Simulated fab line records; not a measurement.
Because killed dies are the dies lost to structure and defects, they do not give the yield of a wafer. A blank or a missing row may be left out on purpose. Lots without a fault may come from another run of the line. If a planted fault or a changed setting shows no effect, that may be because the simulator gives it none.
Matching of chambers + flow n5-finfet + cmp-01 running N5_BEOL_M2_CMP_52: 4 sister chambers
The step polishes, stops on SiOC, t overpolish 6.8 s, target thk 40 nm. 4 wafers are shown with their chamber, then 10 later ones without.

== EACH WAFER AND ITS CHAMBER ==
| wafer  | chamber | motor-current-A (A) |
|--------|---------|---------------------|
| L085.6 | 1       | 7.0                 |
| L087.6 | 2       | 6.2                 |
| L089.2 | 0       | 5.4                 |
| L089.4 | 3       | 5.8                 |

== WAFERS WHOSE CHAMBER IS MISSING ==
| wafer  | motor-current-A (A) |
|--------|---------------------|
| L089.6 | 5.2                 |
| L091.2 | 5.2                 |
| L091.4 | 6.4                 |
| L091.6 | 6.3                 |
| L090.1 | 6.4                 |
| L090.5 | 7.3                 |
| L090.6 | 5.2                 |
| L097.1 | 6.2                 |
| L097.4 | 5.4                 |
| L097.5 | 7.1                 |

== THE CHAMBER EACH PASSED THROUGH ==
| wafer  | from the rows above | in truth                   |
|--------|---------------------|----------------------------|
| L089.6 | 0                   | 0                          |
| L091.2 | 0                   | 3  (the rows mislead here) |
| L091.4 | 2                   | 2                          |
| L091.6 | 2                   | 2                          |
| L090.1 | 2                   | 2                          |
| L090.5 | 1                   | 1                          |
| L090.6 | 0                   | 0                          |
| L097.1 | 2                   | 2                          |
| L097.4 | 0                   | 0                          |
| L097.5 | 1                   | 1                          |
Placed correctly: 9 of 10. Can't be placed from these rows: 0. Number placed wrongly: 1.
How it was worked out, from the rows above alone: a wafer's distance from a chamber is the root of the sum, over the readings, of the square of ((its reading less the chamber's mean) divided by the reading's scatter). The wafer belongs to the nearest chamber; if the next one is less than 2 further off, it can't be placed. Each chamber's mean is taken over the wafers shown for it. The scatter: root of mean squared gap, hidden wafer to nearest shown wafer, with one shown wafer a chamber.
